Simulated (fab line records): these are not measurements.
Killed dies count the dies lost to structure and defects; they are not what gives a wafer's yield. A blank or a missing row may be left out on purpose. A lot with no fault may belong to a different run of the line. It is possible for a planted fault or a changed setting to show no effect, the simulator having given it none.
Matching of chambers -- flow nandHarc -- rieSi-02 running NHARC_P_STI_ETCH_15: 4 sister chambers
The step etches the open film in HBr/Cl2, target depth 300 nm, time 100.1 s. 4 wafers are shown with their chamber, then 7 later ones without.

== WAFERS PAIRED WITH THEIR CHAMBERS ==
wafer,chamber,oesProductAu (a.u.)
L081.1,3,0.982
L084.6,1,0.990
L087.2,0,0.987
L087.3,2,1.007

== WAFERS WITH NO CHAMBER GIVEN ==
wafer,oesProductAu (a.u.)
L087.5,1.000
L089.1,0.997
L089.3,0.997
L089.6,0.988
L095.1,0.980
L095.3,0.981
L095.4,0.999

== THE CHAMBER EACH PASSED THROUGH ==
wafer,from the rows above,in truth
L087.5,can't be placed: 2 or 1 or 0 or 3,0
L089.1,can't be placed: 1 or 2 or 0 or 3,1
L089.3,can't be placed: 1 or 2 or 0 or 3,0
L089.6,can't be placed: 0 or 1 or 3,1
L095.1,can't be placed: 3 or 0 or 1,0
L095.3,can't be placed: 3 or 0 or 1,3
L095.4,can't be placed: 2 or 1 or 0 or 3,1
Placed correctly: 0 of 7. Not placeable from these rows: 7 (in 7, the candidates include the true chamber). Wrongly placed: 0.
How it was worked out, from the rows above alone: a wafer's distance from a chamber is the root of the sum, over the readings, of the square of ((its reading less the chamber's mean) divided by the reading's scatter). If the next closest chamber is less than 2 further off than the closest, the wafer can't be placed; otherwise it belongs to the closest. Each chamber's mean is taken over the wafers shown for it. The scatter (one wafer shown for each chamber): square how far every hidden wafer sits from the nearest shown wafer, average those squares and take the square root.
